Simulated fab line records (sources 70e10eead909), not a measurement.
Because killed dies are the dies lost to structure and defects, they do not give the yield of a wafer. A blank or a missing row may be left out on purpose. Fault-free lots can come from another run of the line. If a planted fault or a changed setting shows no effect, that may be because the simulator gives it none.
A struck lot beside a sound one / flow nand harc / 22 steps out of a route of 1302
Sound: wafers L761.1, L761.3, L761.5. Wafers L765.3, L765.4, L765.6 were the ones struck. Last of all comes the cause.
Per side, at each step with rows, come the tool, then ch with its chambers, and then its first start. Under that, the readings that differ: sound wafers / struck wafers / difference of the means / sigmas: that difference in standard deviations of wafers without a fault.
alike: readings with means less than 2 such deviations apart, plus words and numbers identical on both sides. not compared: withheld readings, readings lacking a value on some wafer, bounds such as >300 that could conceal the same value, and numbers that have no deviation in the record and whose values overlap.
Wherever a step has rows on one side only, a row that says differs or no value, or a row with sigmas, the two part there. Non-overlapping numbers with no deviation appear without sigmas and do not part them. A reading missing from all wafers of one side parts the sides only when that side holds two or more wafers.

NHARC_A_CONTACT_CMP_20: polishes, t overpolish 30 s, target thk 300 nm.
  sound on cmp-04 ch 1,2,3, day 25 12:35; struck on cmp-02 ch 0,2,3, day 28 07:29
  alike: motor current A, overpolish run s, slurry filter dp kPa, time to endpoint s
following that, these wafers have no rows for 1 step: NHARC_A_CONTACT_SRD_22.
NHARC_A_CONTACT_INSPECT_23:
  sound on defect inspect-02, day 25 12:58; struck on defect inspect-01, day 28 07:53
  alike: raw defect count
then, 8 steps without rows for these wafers: NHARC_A_BLC_DEHYDRATE_00 (time 120 s); NHARC_A_BLC_HMDS_01 (time 30 s); NHARC_A_BLC_COAT_02 (time 75 s); NHARC_A_BLC_COAT_03 (time 65 s); NHARC_A_BLC_COAT_04 (resist thk 90 nm); NHARC_A_BLC_SOFTBAKE_05 (time 55 s); NHARC_A_BLC_EBR_06; NHARC_A_BLC_EXPOSE_07 (exposes mask A BLC, target cd 100 nm).
NHARC_A_BLC_PEB_08: peb time 65 s.
  sound on litho track-06 ch 0, day 25 13:23; struck on litho track-06 ch 0, day 28 08:18
reading=heater power total W (W); sound=156.8 156.3 157.2; struck=144.5 144.4 144.3; difference=-12.4; sigmas=-29
reading=plate temp C (C); sound=100.20 100.24 100.15; struck=93.94 94.14 94.21; difference=-6.10; sigmas=-47
then, 1 step without rows for these wafers: NHARC_A_BLC_DEVELOP_09 (develop time 35 s).
NHARC_A_BLC_CD_MEAS_10 targets a cd of 100 nm.
  sound on cd sem-01 ch 0, day 25 13:28; struck on cd sem-03 ch 0, day 28 08:23
reading=cd nm (nm); sound=98.9 99.1 99.3; struck=75.6 75.4 75.2; difference=-23.7; sigmas=-38
NHARC_A_BLC_OVL_MEAS_11:
  sound on overlay-01, day 25 13:33; struck on overlay-01, day 28 08:28
reading=overlay x nm (nm); sound=-0.8 -0.8 -1.2; struck=1.1 1.2 1.2; difference=+2.1; sigmas=+3
  alike: overlay y nm
NHARC_A_BLC_INSPECT_12:
  sound on defect inspect-01, day 25 13:35; struck on defect inspect-01, day 28 08:31
reading=raw defect count; sound=155 173 186; struck=81 84 84; difference=-88; sigmas=-3
NHARC_A_BLC_DESCUM_15: chemistry O2, time 3 s.
  sound on rie diel-04 ch 0,3, day 25 13:39; struck on rie diel-12 ch 0,2,3, day 28 08:34
reading=model.A_BLC.cd nm (nm); sound=99.69 99.7 99.83; struck=75.53 75.37 74.98; difference=-24.45; sigmas=
  alike: chamber pressure mTorr, drypump motor current A, oes product au, rf vpp V, showerhead plenum p Torr, throttle valve pct
  not compared: rf hours counter h
NHARC_A_BLC_ETCH_16: etches the open film in CF4, target depth 39 nm, time 65 s.
  sound on rie diel-04 ch 0,1,3, day 25 13:44; struck on rie diel-12 ch 0,1, day 28 08:39
reading=oes product au (a.u.); sound=1.010 1.011 1.009; struck=0.989 0.987 0.989; difference=-0.022; sigmas=-3
  alike: chamber pressure mTorr, drypump motor current A, rf vpp V, showerhead plenum p Torr, throttle valve pct
  not compared: rf hours counter h
NHARC_A_BLC_ETCH_17: etches the open film in N2/H2, target depth 390 nm, time 609.38 s.
  sound: rie diel-04 ch 0,2; struck: rie diel-12 ch 0,2,3
  alike: chamber pressure mTorr, drypump motor current A, oes product au, rf vpp V, showerhead plenum p Torr, throttle valve pct
  not compared: rf hours counter h
NHARC_A_BLC_ETCH_18: etches the open film in C4F8/O2/Ar, target depth 910 nm.
  sound on rie diel-13 ch 1,3, day 25 14:43; struck on rie diel-12 ch 1,3
reading=model.A_BLC.cd nm (nm); sound=97.81 100.4 98.6; struck=72.77 74.47 75.01; difference=-24.85; sigmas=
  alike: chamber pressure mTorr, oes product au, rf vpp V
  not compared: rf hours counter h
NHARC_A_BLC_CD_MEAS_19:
  sound on cd sem-02, day 25 15:05; struck on cd sem-03, day 28 09:32
reading=cd nm (nm); sound=98.1 100.4 98.5; struck=73.0 74.5 74.9; difference=-24.9; sigmas=-16
NHARC_A_BLC_STRIP_29: strips in CF4.
  sound on rie diel-13 ch 1,2,3, day 25 15:11; struck on rie diel-13 ch 1,3, day 28 09:36
  alike: chamber pressure mTorr, drypump motor current A, oes product au, rf vpp V, showerhead plenum p Torr, throttle valve pct
  not compared: rf hours counter h

WHERE THEY PART
Last at NHARC_A_BLC_CD_MEAS_19 as far as this record goes, first at NHARC_A_BLC_PEB_08. Later steps at which nothing parts them and some readings are alike: NHARC_A_BLC_STRIP_29.

WHY: what had been put in by the simulator
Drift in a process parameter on litho track-06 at NHARC_A_BLC_PEB_08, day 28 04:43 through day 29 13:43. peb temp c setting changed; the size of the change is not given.
